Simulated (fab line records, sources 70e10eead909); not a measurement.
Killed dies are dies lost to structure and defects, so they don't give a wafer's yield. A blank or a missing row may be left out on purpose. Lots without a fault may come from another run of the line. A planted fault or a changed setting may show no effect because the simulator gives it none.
fab line records | flow nand_harc
record lots=23 wafers=69 last_day=33
route steps=1302 shown A_STAIRCASE@700
lots that met no fault: from a run of the same line without faults
start_h: hours from the record's first day to the start of the lot's first wafer shown | wait_h: hours since the lot's step before | " the same as in the row above | L1.1+2: a row that stands for several wafers | - no value, or no start given | * or withheld: withheld | < > ~ a bound
route shown NAME@n: a module of which the file shows steps, and the number in the route of the first | usual: mean/standard deviation of fault-free wafers | same: alike in all rows | chamber/n: place in a boat | sites: the reading at each site | _std_site: their standard deviation | _edge_site: outer sites' mean less inner sites' | radius_mm: how far each site lies from the wafer's centre | mask NAME#n: copy n | behind: the tool/chamber that last shaped the wafer | hold: why the lot was held/for how many hours/how that ended | device: the transistor (n, p or np) that didn't switch | end of line: the same wafers' tests at the end of the route | a step without rows: its recipe alone | killed: dies lost to structure and defects at the first sort, not the wafer's yield | map: a wafer's dies, x killed, . not, _ none there
set.NAME: the setting as run; set.NAME@STEP: as run at that earlier step | model.NAME: the simulator's own value behind a step, which no gauge read
steps of the route over a sample of lots; a table a step, a row a wafer
services: from which hour (start_h, from the record's first day; less than 0 if before it) a tool's chamber was out of use, for how many hours, and why
## steps
# step NHARC_A_STAIRCASE_DESCUM_186
# recipe time_s=3 o2_flow_sccm=200 ar_flow_sccm=0 bias_power_w=0 chemistry=O2
# usual drypump_motor_current_A=5.6/0.63 oes_product_au=1.000/0.011 rf_vpp_V=57.8/0.88 showerhead_plenum_p_Torr=1.90/0.077 throttle_valve_pct=11.311/0.009
# columns lot.wafer tool chamber start_h wait_h drypump_motor_current_A oes_product_au rf_hours_counter_h rf_vpp_V showerhead_plenum_p_Torr throttle_valve_pct
L074.4 rie_diel-13 1 377.78 - 5.7 1.032 11 59.4 1.90 11.312
L074.6 " 3 " " 6.6 0.993 - 59.1 1.92 11.307
L074.5 " 0 " " 5.9 1.010 - 57.2 1.82 11.317
L075.3 rie_diel-10 1 377.91 - 5.1 1.009 42 57.3 1.89 11.308
L075.4 " 2 " " 6.3 1.006 42 57.4 1.78 11.316
L075.5 " 2 " " 6.3 0.999 - 57.4 1.78 11.316
L076.3 rie_diel-04 1 385.16 - 4.8 0.984 10 57.0 1.89 11.306
L076.5 " 0 " " 4.9 0.980 - 58.3 2.00 11.318
L076.4 " 1 " " 4.8 0.982 - 56.5 1.89 11.304
L079.4 rie_diel-04 0 400.84 - 4.9 0.992 17 59.6 2.00 11.304
L079.1 " 3 " " 5.9 0.981 12 57.7 1.89 11.338
L079.5 " 0 " " 4.9 0.993 - 59.2 2.00 11.330
L078.3 rie_diel-04 0 404.52 - 4.9 0.996 19 59.2 2.00 11.321
L078.2 " 1 " " 4.8 1.003 19 57.1 1.89 11.314
L078.4 " 0 " " 4.8 0.990 - 58.2 2.00 11.304
L080.3 rie_diel-13 3 422.37 - 6.6 1.011 23 59.5 1.91 11.310
L080.1 " 1 " " 5.7 1.012 24 55.7 1.90 11.305
L080.6 " 3 " " 6.6 1.001 - 57.4 1.91 11.306
L081.3 rie_diel-13 3 422.65 - 6.6 1.002 23 57.6 1.91 11.315
L081.2 " 1 " " 5.7 1.017 24 56.9 1.90 11.321
L081.6 " 2 " " 5.1 1.017 - 57.7 1.80 11.303
L083.1 rie_diel-13 2 436.61 - 5.1 1.010 28 58.6 1.80 11.320
L083.2 " 0 " " 5.9 1.004 26 57.4 1.82 11.314
L083.6 " 2 " " 5.1 1.015 - 58.7 1.80 11.308
L082.2 rie_diel-13 1 437.03 - 5.7 1.007 27 57.9 1.90 11.309
L082.1 " 3 " " 6.6 0.993 27 57.8 1.91 11.311
L082.5 " 0 " " 5.9 1.007 - 56.2 1.82 11.301
L084.4 rie_diel-13 3 464.43 - 6.6 0.986 46 57.6 1.90 11.303
L084.3 " 0 " " 5.8 0.996 41 57.3 1.81 11.302
L084.5 " 1 " " 5.7 1.014 - 57.7 1.89 11.318
L085.4 rie_diel-04 3 471.16 - 5.9 0.991 33 58.0 1.88 11.313
L085.1 " 1 " " 4.7 1.001 40 57.3 1.88 11.333
L085.6 " 0 " " 4.9 0.993 - 58.1 1.99 11.311
L086.2 rie_diel-04 1 471.45 - 4.8 1.009 40 58.0 1.88 11.316
L086.1 " 3 " " 5.9 0.982 33 57.2 1.88 11.304
L086.5 " 1 " " 4.8 1.003 - 58.1 1.88 11.315
L088.4 rie_diel-13 3 495.06 - 6.6 0.987 55 56.9 1.90 11.314
L088.2 " 0 " " 5.9 1.018 55 56.6 1.81 11.311
L088.6 " 3 " " 6.6 0.998 - 57.6 1.90 11.313
L087.3 rie_diel-13 2 497.34 - 5.0 1.004 57 56.8 1.79 11.317
L087.4 " 3 " " 6.6 0.977 56 58.0 1.90 11.296
L087.5 " 0 " " 5.9 1.011 - 57.1 1.81 11.315
L089.4 rie_diel-04 1 500.00 - 4.8 0.984 49 60.3 1.88 11.307
L089.1 " 2 " " 6.2 1.003 43 59.2 2.02 11.304
L089.5 " 2 " " 6.3 1.004 - 59.1 2.02 11.326
L090.1 rie_diel-10 2 518.32 - 6.3 1.009 25 57.9 2.07 11.314
L090.4 " 1 " " 5.1 1.004 23 57.4 1.88 11.294
L090.5 " 3 " " 5.3 0.999 - 57.6 1.84 11.312
L091.4 rie_diel-10 2 519.79 - 6.3 1.002 25 58.8 2.07 11.310
L091.2 " 0 " " 6.3 0.976 24 57.7 1.90 11.325
L091.6 " 2 " " 6.3 1.002 - 57.2 2.07 11.299
L092.1 rie_diel-10 0 526.91 - 6.3 0.974 27 57.1 1.90 11.306
L092.4 " 2 " " 6.3 0.994 27 58.9 2.07 11.305
L092.6 " 0 " " 6.3 0.996 - 57.2 1.90 11.298
L093.1 rie_diel-04 1 544.94 - 4.8 1.012 1 57.2 1.87 11.306
L093.2 " 2 " " 6.3 1.009 1 58.5 2.02 11.319
L093.4 " 0 " " 4.9 1.000 1 60.2 1.98 11.316
L094.2 rie_diel-04 3 555.29 - 5.9 0.989 4 58.4 1.87 11.299
L094.1 " 0 " " 4.9 0.995 4 58.6 1.98 11.317
L094.5 " 3 " " 6.0 0.992 - 58.8 1.87 11.307
L096.3 rie_diel-04 3 576.02 - 5.9 0.999 11 57.1 1.87 11.328
L096.2 " 2 " " 6.3 1.010 8 58.5 2.02 11.301
L096.5 " 3 " " 6.0 1.015 - 57.3 1.87 11.319
L095.3 rie_diel-10 2 578.53 - 6.3 1.001 47 58.6 2.06 11.304
L095.2 " 3 " " 5.3 0.991 52 57.5 1.83 11.312
L095.4 " 0 " " 6.3 0.979 46 55.5 1.90 11.311
L097.2 rie_diel-13 0 583.79 - 5.8 0.998 19 56.6 1.80 11.317
L097.3 " 1 " " 5.8 1.001 20 56.3 1.88 11.304
L097.1 " 2 " " 5.1 1.011 18 57.7 1.79 11.324
# step NHARC_A_STAIRCASE_STRIP_205
# recipe power_w=1500 temp_c=250 chemistry=O2
# usual drypump_motor_current_A=5.6/0.64 heater_power_w=335/21
# columns lot.wafer tool chamber start_h wait_h drypump_motor_current_A heater_power_w rf_hours_counter_h
L075.3 plasma_asher-01 1 380.41 0.2 5.1 308 -
L075.4 " 0 " " 6.6 362 -
L075.5 " 1 " " 5.1 309 -
L074.4 plasma_asher-02 0 380.72 0.2 5.8 323 -
L074.6 " 1 " " 5.0 346 -
L074.5 " 0 " " 5.9 316 -
L076.3 plasma_asher-02 1 387.83 0.2 5.1 343 -
L076.4 " 0 " " 5.9 310 -
L076.5 " 1 " " 5.1 337 -
L079.1 plasma_asher-02 1 404.51 0.1 5.0 349 29
L079.4 " 1 " " 5.0 342 -
L079.5 " 0 " " 5.9 319 -
L078.2 plasma_asher-02 1 407.01 0.1 5.0 342 29
L078.4 " 0 " " 5.9 316 -
L078.3 " 1 " " 5.0 339 -
L080.1 plasma_asher-01 1 424.80 0.1 5.1 308 14
L080.3 " 0 " " 6.6 367 -
L080.6 " 0 " " 6.5 354 -
L081.2 plasma_asher-02 0 425.03 0.1 5.9 318 34
L081.3 " 1 " " 5.0 352 -
L081.6 " 0 " " 5.9 316 -
L083.1 plasma_asher-02 0 438.86 0.1 5.9 338 0
L083.2 " 1 " " 5.0 327 0
L083.6 " 1 " " 5.0 327 -
L082.2 plasma_asher-01 1 439.28 0.1 5.1 310 20
L082.1 " 0 " " 6.6 357 20
L082.5 " 0 " " 6.6 359 -
L084.3 plasma_asher-01 0 467.99 0.2 6.6 361 -
L084.4 " 1 " " 5.0 309 -
L084.5 " 0 " " 6.6 365 -
L085.1 plasma_asher-02 0 473.43 0.1 5.9 340 7
L085.4 " 0 " " 5.9 338 -
L085.6 " 1 " " 5.1 331 -
L086.2 plasma_asher-01 0 473.74 0.1 6.6 357 26
L086.1 " 1 " " 5.1 308 26
L086.5 " 0 " " 6.6 370 -
L088.2 plasma_asher-01 0 497.28 0.1 6.6 369 31
L088.4 " 0 " " 6.6 359 -
L088.6 " 1 " " 5.1 305 -
L087.4 plasma_asher-02 0 499.60 0.2 5.9 334 -
L087.3 " 1 " " 5.0 331 -
L087.5 " 0 " " 5.9 336 -
L089.1 plasma_asher-01 0 502.25 0.1 6.6 354 32
L089.4 " 1 " " 5.1 314 -
L089.5 " 1 " " 5.1 313 -
L090.1 plasma_asher-02 0 520.74 0.3 5.9 341 18
L090.4 " 1 " " 5.0 337 -
L090.5 " 1 " " 5.0 325 -
L091.2 plasma_asher-02 1 521.95 0.1 5.0 320 19
L091.4 " 1 " " 5.0 329 -
L091.6 " 0 " " 5.9 335 -
L092.1 plasma_asher-01 0 529.45 0.1 6.6 363 0
L092.4 " 0 " " 6.6 363 -
L092.6 " 1 " " 5.1 322 -
L093.2 plasma_asher-01 1 547.11 0.1 5.1 318 3
L093.1 " 0 " " 6.6 364 3
L093.4 " 1 " " 5.1 317 -
L094.1 plasma_asher-01 0 557.45 0.1 6.6 367 4
L094.2 " 1 " " 5.1 321 4
L094.5 " 0 " " 6.6 367 -
L096.2 plasma_asher-02 0 578.21 0.1 5.9 324 30
L096.3 " 1 " " 5.0 325 -
L096.5 " 1 " " 5.0 321 -
L095.2 plasma_asher-01 1 580.85 0.1 5.0 318 9
L095.3 " 1 " " 5.0 319 -
L095.4 " 0 " " 6.5 375 -
L097.2 plasma_asher-01 1 586.04 0.1 5.1 319 11
L097.1 " 0 " " 6.6 370 11
L097.3 " 1 " " 5.1 313 -
# step NHARC_A_STAIRCASE_TRIM_220
# recipe time_s=211.2 o2_flow_sccm=500 ar_flow_sccm=0 bias_w=0 chemistry=O2
# usual drypump_motor_current_A=5.7/0.6 oes_product_au=1.001/0.013 rf_vpp_V=57.8/0.87 showerhead_plenum_p_Torr=3.51/0.13 throttle_valve_pct=17.037/0.01
# same bias_w=0
# columns lot.wafer tool chamber start_h wait_h drypump_motor_current_A oes_product_au rf_hours_counter_h rf_vpp_V showerhead_plenum_p_Torr throttle_valve_pct
L075.3 rie_diel-10 1 381.94 0.1 5.1 1.000 43 56.3 3.49 17.050
L075.4 " 2 " " 6.3 0.999 43 57.2 3.29 17.054
L075.5 " 3 " " 5.3 1.001 - 58.2 3.42 17.038
L074.4 rie_diel-10 3 382.26 0.1 5.3 0.995 37 56.5 3.42 17.039
L074.5 " 2 " " 6.3 0.992 - 57.2 3.29 17.053
L074.6 " 3 " " 5.3 0.995 - 58.7 3.42 17.045
L076.3 rie_diel-04 3 389.22 0.1 5.9 0.985 8 57.5 3.48 17.025
L076.4 " 2 " " 6.3 1.003 11 58.4 3.73 17.019
L076.5 " 0 " " 4.9 0.981 - 59.3 3.67 17.048
L079.1 rie_diel-04 0 406.05 0.1 4.9 1.003 19 58.8 3.67 17.023
L079.4 " 0 " " 4.9 0.993 - 57.0 3.67 17.039
L079.5 " 1 " " 4.8 1.003 - 57.4 3.48 17.026
L078.4 rie_diel-13 1 408.50 0.1 5.7 1.022 21 58.7 3.50 17.024
L078.2 " 2 " " 5.1 1.014 21 56.8 3.34 17.030
L078.3 " 3 " " 6.6 0.995 20 57.3 3.53 17.043
L080.1 rie_diel-13 3 426.37 0.1 6.6 1.001 24 57.9 3.52 17.030
L080.3 " 0 " " 5.9 1.009 24 58.1 3.37 17.048
L080.6 " 2 " " 5.1 1.023 - 57.7 3.34 17.065
L081.2 rie_diel-04 2 426.59 0.1 6.2 1.019 19 57.6 3.73 17.033
L081.3 " 1 " " 4.8 0.989 26 59.7 3.48 17.031
L081.6 " 2 " " 6.2 1.011 - 58.6 3.73 17.037
L083.1 rie_diel-13 0 440.38 0.1 5.9 1.012 28 58.8 3.36 17.048
L083.2 " 3 " " 6.6 0.998 28 58.1 3.52 17.035
L083.6 " 1 " " 5.8 1.023 - 57.8 3.50 17.031
L082.2 rie_diel-10 3 440.90 0.1 5.3 1.005 4 58.2 3.41 17.046
L082.1 " 0 " " 6.3 0.965 3 59.1 3.52 17.031
L082.5 " 3 " " 5.3 1.006 - 59.1 3.41 17.037
L084.4 rie_diel-04 3 469.51 0.1 6.0 0.994 33 56.5 3.47 17.046
L084.3 " 0 " " 4.9 0.996 37 56.7 3.66 17.023
L084.5 " 2 " " 6.3 1.009 - 57.8 3.72 17.025
L085.4 rie_diel-10 3 475.06 0.1 5.3 0.995 13 57.2 3.41 17.026
L085.1 " 0 " " 6.3 0.976 13 57.9 3.52 17.055
L085.6 " 2 " " 6.3 0.993 - 59.5 3.80 17.038
L086.2 rie_diel-04 1 475.80 0.1 4.8 0.995 42 58.1 3.47 17.034
L086.1 " 0 " " 4.9 0.998 40 57.4 3.66 17.038
L086.5 " 1 " " 4.8 0.986 - 57.5 3.47 17.020
L088.4 rie_diel-13 0 498.85 0.1 5.9 1.011 56 56.4 3.35 17.043
L088.2 " 2 " " 5.1 1.010 57 57.7 3.32 17.043
L088.6 " 3 " " 6.6 0.975 - 57.7 3.51 17.037
L087.3 rie_diel-10 0 501.13 0.1 6.3 0.981 19 58.7 3.51 17.048
L087.4 " 3 " " 5.3 1.004 19 56.5 3.41 17.038
L087.5 " 0 " " 6.3 0.983 - 56.7 3.51 17.057
L089.4 rie_diel-13 0 503.88 0.1 5.9 1.015 57 59.2 3.35 17.024
L089.1 " 1 " " 5.7 1.022 58 57.6 3.48 17.027
L089.5 " 3 " " 6.6 0.992 - 58.3 3.51 17.042
L090.4 rie_diel-10 2 522.27 0.1 6.3 0.996 26 58.7 3.79 17.038
L090.1 " 1 " " 5.1 1.003 24 58.4 3.47 17.046
L090.5 " 2 " " 6.3 1.000 - 58.7 3.79 17.048
L091.2 rie_diel-04 0 523.63 0.1 4.9 0.995 56 56.2 3.65 17.035
L091.4 " 1 " " 4.8 0.987 56 59.2 3.46 17.018
L091.6 " 2 " " 6.3 1.001 - 58.8 3.71 17.049
L092.4 rie_diel-13 2 531.02 0.1 5.0 1.027 0 56.8 3.32 17.040
L092.1 " 3 " " 6.6 0.998 0 57.0 3.50 17.038
L092.6 " 0 " " 5.9 1.013 - 56.7 3.34 17.039
L093.1 rie_diel-04 0 548.76 0.1 4.9 1.004 2 58.1 3.65 17.024
L093.2 " 2 " " 6.3 0.992 2 58.7 3.71 17.040
L093.4 " 3 " " 6.0 1.007 2 58.2 3.46 17.041
L094.2 rie_diel-04 2 559.05 0.1 6.3 1.002 4 58.8 3.71 17.029
L094.1 " 0 " " 4.9 0.987 4 57.1 3.64 17.033
L094.5 " 3 " " 6.0 0.995 - 57.8 3.45 17.033
L096.3 rie_diel-04 3 579.81 0.1 5.9 0.992 13 58.0 3.45 17.020
L096.2 " 2 " " 6.3 1.006 10 57.3 3.70 17.038
L096.5 " 0 " " 4.9 0.998 - 57.8 3.64 17.033
L095.2 rie_diel-13 2 582.34 0.1 5.1 1.017 18 57.5 3.31 17.018
L095.4 " 3 " " 6.6 0.992 17 58.5 3.49 17.029
L095.3 " 0 " " 5.9 0.998 18 57.7 3.33 17.031
L097.3 rie_diel-04 1 587.64 0.1 4.8 1.015 13 58.7 3.45 17.045
L097.2 " 2 " " 6.3 1.005 12 58.5 3.70 17.025
L097.1 " 3 " " 5.9 1.012 15 56.3 3.45 17.031
# step NHARC_A_STAIRCASE_ETCH_227
# recipe target_depth_a=1000 time_s=40.5 ion_energy_ev=400 c4f8_flow_sccm=20 o2_flow_sccm=10 ar_flow_sccm=withheld rf_w=600 bias_w=1000 chemistry=C4F8/O2
# usual bias_w=1000/3 oes_product_au=0.942/0.013 rf_vpp_V=895/4.5
# columns lot.wafer tool chamber start_h wait_h bias_w oes_product_au rf_hours_counter_h rf_vpp_V
L075.4 rie_diel-10 3 - - 997 0.939 37 892
L075.3 " 2 " " 1002 0.939 44 886
L075.5 " 0 " " 1005 0.925 - 896
L074.4 rie_diel-10 1 - - 999 0.939 44 894
L074.5 " 2 " " 1002 0.944 - 887
L074.6 " 3 " " 1001 0.943 - 892
L076.3 rie_diel-04 0 - - 1002 0.924 12 901
L076.4 " 1 " " 1008 0.930 11 894
L076.5 " 0 " " 1001 0.925 - 900
L079.1 rie_diel-04 1 - - 1001 0.935 21 893
L079.4 " 3 " " 994 0.932 - 893
L079.5 " 0 " " 999 0.928 - 900
L078.2 rie_diel-13 0 - - 1005 0.948 20 891
L078.3 " 2 " " 997 0.959 22 890
L078.4 " 3 " " 1001 0.945 21 894
L081.3 rie_diel-04 2 - - 996 0.948 19 902
L081.2 " 1 " " 997 0.933 27 894
L081.6 " 3 " " 1002 0.922 - 894
L080.3 rie_diel-13 3 - - 997 0.929 25 895
L080.1 " 0 " " 1004 0.953 24 889
L080.6 " 0 " " 1005 0.946 - 891
L083.2 rie_diel-13 1 - - 1003 0.971 29 894
L083.1 " 3 " " 1002 0.938 29 895
L083.6 " 2 " " 1003 0.956 - 889
L082.2 rie_diel-10 1 - - 996 0.946 3 894
L082.1 " 3 " " 998 0.940 4 893
L082.5 " 1 " " 998 0.943 - 895
L084.3 rie_diel-04 2 - - 1000 0.952 33 902
L084.4 " 3 " " 1003 0.924 33 894
L084.5 " 1 " " 1002 0.934 - 894
L085.1 rie_diel-10 0 - - 1005 0.929 14 896
L085.4 " 3 " " 998 0.956 13 891
L085.6 " 0 " " 1003 0.941 - 895
L086.1 rie_diel-04 2 - - 995 0.952 35 902
L086.2 " 3 " " 1002 0.928 36 894
L086.5 " 0 " " 995 0.949 - 902
L088.4 rie_diel-13 2 - - 1003 0.958 58 888
L088.2 " 3 " " 997 0.926 57 895
L088.6 " 1 " " 993 0.958 - 894
L087.4 rie_diel-10 3 - - 997 0.936 19 891
L087.3 " 1 " " 999 0.927 19 893
L087.5 " 3 " " 999 0.936 - 891
L089.1 rie_diel-13 2 - - 1002 0.950 59 889
L089.4 " 3 " " 1000 0.941 58 896
L089.5 " 1 " " 997 0.974 - 894
L090.4 rie_diel-10 2 - - 1000 0.926 26 904
L090.1 " 3 " " 1000 0.943 27 892
L090.5 " 2 " " 997 0.929 - 906
L091.4 rie_diel-04 0 - - 999 0.939 57 901
L091.2 " 3 " " 999 0.932 55 893
L091.6 " 1 " " 1000 0.934 - 894
L092.4 rie_diel-13 3 - - 1005 0.935 0 896
L092.1 " 2 " " 1005 0.954 0 888
L092.6 " 0 " " 998 0.950 - 890
L093.2 rie_diel-04 0 - - 999 0.960 2 900
L093.4 " 1 " " 1001 0.971 2 892
L093.1 " 3 " " 1003 0.939 2 895
L094.1 rie_diel-04 3 - - 999 0.936 5 892
L094.2 " 1 " " 1001 0.964 4 894
L094.5 " 2 " " 999 0.928 - 902
L096.2 rie_diel-04 3 - - 999 0.952 13 893
L096.3 " 0 " " 1003 0.935 13 899
L096.5 " 3 " " 999 0.953 - 894
L095.3 rie_diel-13 0 - - 1001 0.954 19 888
L095.4 " 1 " " 997 0.934 20 894
L095.2 " 2 " " 1002 0.957 18 887
L097.3 rie_diel-04 0 - - 1001 0.937 16 900
L097.2 " 2 " " 1000 0.954 13 902
L097.1 " 3 " " 1001 0.950 16 892
# step NHARC_A_STAIRCASE_ETCH_234
# recipe target_depth_a=1000 time_s=40.5 ion_energy_ev=400 c4f8_flow_sccm=20 o2_flow_sccm=10 ar_flow_sccm=withheld rf_w=600 bias_w=1000 chemistry=C4F8/O2
# usual bias_w=1000/3.1 oes_product_au=0.946/0.014 rf_vpp_V=895/5.1
# columns lot.wafer tool chamber start_h wait_h bias_w oes_product_au rf_hours_counter_h rf_vpp_V
L075.4 rie_diel-13 2 - - 998 0.943 13 889
L075.3 " 3 " " 1002 0.919 11 897
L075.5 " 3 " " 999 0.919 - 895
L074.6 rie_diel-04 2 - - 996 0.949 - 903
L074.4 " 0 " " 999 0.944 - 901
L074.5 " 1 " " 1000 0.934 - 895
L076.3 rie_diel-10 2 - - 1002 0.943 45 888
L076.4 " 3 " " 998 0.956 39 893
L076.5 " 1 " " 999 0.951 - 894
L079.1 rie_diel-13 0 - - 1001 0.945 20 890
L079.4 " 1 " " 1004 0.960 21 895
L079.5 " 1 " " 997 0.969 - 896
L078.3 rie_diel-13 2 - - 1000 0.951 22 888
L078.2 " 3 " " 997 0.937 21 897
L078.4 " 0 " " 995 0.957 21 890
L081.2 rie_diel-13 1 - - 1000 0.951 25 894
L081.3 " 3 " " 1001 0.931 25 898
L081.6 " 2 " " 1003 0.958 - 888
L080.1 rie_diel-04 3 - - 1001 0.921 22 895
L080.3 " 0 " " 1001 0.938 27 901
L080.6 " 0 " " 1006 0.935 - 902
L083.2 rie_diel-13 3 - - 1000 0.948 29 895
L083.1 " 0 " " 995 0.968 28 890
L083.6 " 1 " " 994 0.960 - 894
L082.1 rie_diel-04 3 - - 1003 0.944 24 895
L082.2 " 2 " " 994 0.982 22 903
L082.5 " 0 " " 1001 0.927 - 901
L084.3 rie_diel-10 1 - - 1005 0.963 12 894
L084.4 " 2 " " 1000 0.952 11 905
L084.5 " 0 " " 1003 0.924 - 897
L085.1 rie_diel-10 3 - - 997 0.933 13 892
L085.4 " 0 " " 1004 0.921 14 895
L085.6 " 1 " " 1001 0.935 - 893
L086.1 rie_diel-10 2 - - 1007 0.948 13 907
L086.2 " 0 " " 997 0.917 14 895
L086.5 " 1 " " 1001 0.940 - 893
L088.2 rie_diel-13 2 - - 998 0.959 58 888
L088.4 " 3 " " 998 0.942 57 896
L088.6 " 1 " " 1001 0.959 - 894
L087.3 rie_diel-13 0 - - 996 0.955 57 889
L087.4 " 3 " " 1000 0.924 58 896
L087.5 " 1 " " 999 0.953 - 893
L089.1 rie_diel-10 2 - - 1003 0.944 19 907
L089.4 " 1 " " 996 0.944 19 894
L089.5 " 2 " " 1001 0.947 - 906
L090.4 rie_diel-10 1 - - 1009 0.933 25 896
L090.1 " 3 " " 1001 0.939 27 889
L090.5 " 2 " " 999 0.929 - 905
L091.2 rie_diel-10 3 - - 1000 0.945 28 889
L091.4 " 2 " " 1002 0.940 27 905
L091.6 " 3 " " 998 0.942 - 892
L092.1 rie_diel-13 0 - - 998 0.960 2 889
L092.4 " 2 " " 996 0.967 1 888
L092.6 " 0 " " 1002 0.958 - 890
L093.2 rie_diel-04 0 - - 1001 0.946 3 900
L093.1 " 1 " " 995 0.951 3 895
L093.4 " 2 " " 1003 0.952 3 903
L094.1 rie_diel-10 3 - - 1006 0.935 45 891
L094.2 " 0 " " 1000 0.918 41 893
L094.5 " 3 " " 1007 0.940 - 891
L096.3 rie_diel-04 1 - - 1001 0.955 12 892
L096.2 " 3 " " 996 0.943 14 894
L096.5 " 0 " " 1000 0.932 - 899
L095.4 rie_diel-04 2 - - 998 0.939 12 903
L095.2 " 0 " " 1003 0.956 15 901
L095.3 " 1 " " 1000 0.957 12 893
L097.1 rie_diel-04 2 - - 1001 0.952 13 901
L097.2 " 3 " " 998 0.965 16 893
L097.3 " 0 " " 996 0.944 16 901
# step NHARC_A_STAIRCASE_TRIM_235
# recipe time_s=211.2 o2_flow_sccm=500 ar_flow_sccm=0 bias_w=0 chemistry=O2
# usual drypump_motor_current_A=5.7/0.59 oes_product_au=1.001/0.013 rf_vpp_V=57.7/0.94 showerhead_plenum_p_Torr=3.51/0.14 throttle_valve_pct=17.037/0.0093
# same bias_w=0
# columns lot.wafer tool chamber start_h wait_h drypump_motor_current_A oes_product_au rf_hours_counter_h rf_vpp_V showerhead_plenum_p_Torr throttle_valve_pct
L075.4 rie_diel-13 1 - - 5.7 1.016 13 58.3 3.51 17.051
L075.3 " 3 " " 6.6 0.986 11 58.0 3.53 17.038
L075.5 " 1 " " 5.7 1.023 - 57.5 3.51 17.048
L074.5 rie_diel-04 1 - - 4.8 0.988 - 57.1 3.49 17.043
L074.6 " 2 " " 6.3 1.013 - 59.0 3.73 17.051
L074.4 " 0 " " 4.9 0.994 - 58.6 3.67 17.035
L076.3 rie_diel-10 3 - - 5.3 0.999 39 56.7 3.42 17.027
L076.4 " 1 " " 5.1 1.001 45 57.5 3.49 17.052
L076.5 " 0 " " 6.3 0.994 - 57.6 3.53 17.022
L079.1 rie_diel-13 1 - - 5.7 1.010 21 57.1 3.50 17.021
L079.4 " 3 " " 6.6 1.000 20 57.4 3.53 17.023
L079.5 " 2 " " 5.1 1.015 - 57.6 3.34 17.025
L078.3 rie_diel-13 0 - - 5.9 1.013 21 57.8 3.37 17.033
L078.4 " 1 " " 5.8 1.023 21 57.2 3.50 17.035
L078.2 " 2 " " 5.1 1.018 22 58.5 3.34 17.030
L081.3 rie_diel-13 0 - - 5.9 1.020 24 57.1 3.36 17.037
L081.2 " 3 " " 6.6 0.995 25 59.0 3.52 17.034
L081.6 " 1 " " 5.8 1.015 - 57.7 3.50 17.027
L080.1 rie_diel-04 2 - - 6.3 1.023 20 57.6 3.73 17.053
L080.3 " 3 " " 6.0 0.985 22 58.1 3.47 17.034
L080.6 " 0 " " 4.9 0.984 - 57.8 3.66 17.032
L083.2 rie_diel-13 0 - - 5.9 0.997 28 57.5 3.36 17.038
L083.1 " 3 " " 6.6 0.994 29 58.1 3.52 17.033
L083.6 " 1 " " 5.7 1.022 - 58.0 3.50 17.038
L082.1 rie_diel-04 3 - - 5.9 0.989 24 55.7 3.47 17.038
L082.2 " 0 " " 4.8 0.992 30 57.1 3.66 17.030
L082.5 " 1 " " 4.8 0.992 - 57.3 3.48 17.037
L084.4 rie_diel-10 2 - - 6.3 0.995 11 56.8 3.80 17.040
L084.3 " 0 " " 6.3 0.975 13 57.6 3.52 17.031
L084.5 " 2 " " 6.3 0.994 - 58.2 3.80 17.022
L085.4 rie_diel-10 3 - - 5.2 0.997 13 58.4 3.41 17.039
L085.1 " 0 " " 6.3 0.973 14 57.6 3.52 17.031
L085.6 " 3 " " 5.3 1.003 - 57.1 3.41 17.040
L086.1 rie_diel-10 2 - - 6.3 0.992 13 59.7 3.80 17.042
L086.2 " 1 " " 5.1 1.006 14 57.5 3.48 17.024
L086.5 " 3 " " 5.3 0.994 - 56.4 3.41 17.029
L088.4 rie_diel-13 2 - - 5.1 1.029 58 57.1 3.32 17.045
L088.2 " 3 " " 6.6 0.992 57 58.2 3.51 17.036
L088.6 " 1 " " 5.7 1.020 - 56.8 3.48 17.050
L087.4 rie_diel-13 3 - - 6.6 0.989 58 57.2 3.51 17.012
L087.3 " 1 " " 5.7 1.017 58 57.6 3.48 17.029
L087.5 " 3 " " 6.6 0.989 - 58.3 3.50 17.047
L089.1 rie_diel-10 2 - - 6.3 0.993 19 58.1 3.80 17.046
L089.4 " 1 " " 5.1 1.000 19 56.3 3.47 17.028
L089.5 " 2 " " 6.3 0.990 - 57.0 3.80 17.025
L090.4 rie_diel-10 1 - - 5.1 0.991 26 58.7 3.47 17.039
L090.1 " 0 " " 6.3 0.974 26 58.3 3.51 17.035
L090.5 " 2 " " 6.3 0.999 - 58.3 3.79 17.038
L091.4 rie_diel-10 2 - - 6.3 0.999 27 58.0 3.79 17.056
L091.2 " 3 " " 5.3 0.988 28 57.8 3.40 17.030
L091.6 " 0 " " 6.3 0.980 - 57.8 3.51 17.048
L092.1 rie_diel-13 2 - - 5.1 1.018 1 56.5 3.32 17.035
L092.4 " 3 " " 6.6 0.996 1 56.7 3.50 17.044
L092.6 " 1 " " 5.8 1.002 - 56.8 3.48 17.036
L093.2 rie_diel-04 2 - - 6.3 0.998 3 60.1 3.71 17.037
L093.1 " 3 " " 6.0 0.989 3 56.8 3.45 17.035
L093.4 " 0 " " 4.9 1.008 3 58.2 3.64 17.025
L094.2 rie_diel-10 3 - - 5.3 0.999 45 58.8 3.39 17.052
L094.1 " 0 " " 6.3 0.987 41 57.3 3.50 17.036
L094.5 " 3 " " 5.3 0.998 - 57.4 3.39 17.040
L096.2 rie_diel-04 3 - - 6.0 1.006 14 57.0 3.45 17.034
L096.3 " 1 " " 4.8 1.016 12 57.4 3.45 17.040
L096.5 " 3 " " 6.0 1.010 - 59.7 3.45 17.055
L095.4 rie_diel-04 2 - - 6.3 1.011 12 58.2 3.70 17.030
L095.3 " 3 " " 6.0 1.002 15 57.1 3.45 17.048
L095.2 " 1 " " 4.8 1.007 12 58.2 3.45 17.028
L097.3 rie_diel-04 0 - - 4.9 0.990 16 55.5 3.64 17.031
L097.1 " 2 " " 6.3 0.987 13 58.4 3.70 17.056
L097.2 " 3 " " 5.9 1.003 16 57.5 3.45 17.041
## services
# columns tool chamber start_h hours kind
rie_diel-04 - 354.98 9.0 pm
rie_diel-04 0 354.98 9.0 vent_cycle
rie_diel-04 1 354.98 9.0 vent_cycle
rie_diel-04 2 354.98 9.0 vent_cycle
rie_diel-04 3 354.98 9.0 vent_cycle
rie_diel-04 0 363.98 - clean
rie_diel-04 1 363.98 - clean
rie_diel-04 2 363.98 - clean
rie_diel-04 3 363.98 - clean
rie_diel-04 3 381.58 7.2 repair
rie_diel-04 0 388.48 - clean
rie_diel-04 1 388.48 - clean
rie_diel-04 2 388.48 - clean
rie_diel-04 0 413.15 - clean
rie_diel-04 1 413.15 - clean
rie_diel-04 2 413.15 - clean
rie_diel-04 3 413.15 - clean
rie_diel-10 - 419.56 9.0 pm
plasma_asher-02 - 426.36 9.0 pm
plasma_asher-01 - 516.78 0.7 repair
plasma_asher-01 - 519.14 9.0 pm
rie_diel-13 - 521.84 9.0 pm
rie_diel-04 - 531.98 9.0 pm
rie_diel-10 1 556.92 5.6 repair
## key
fault none
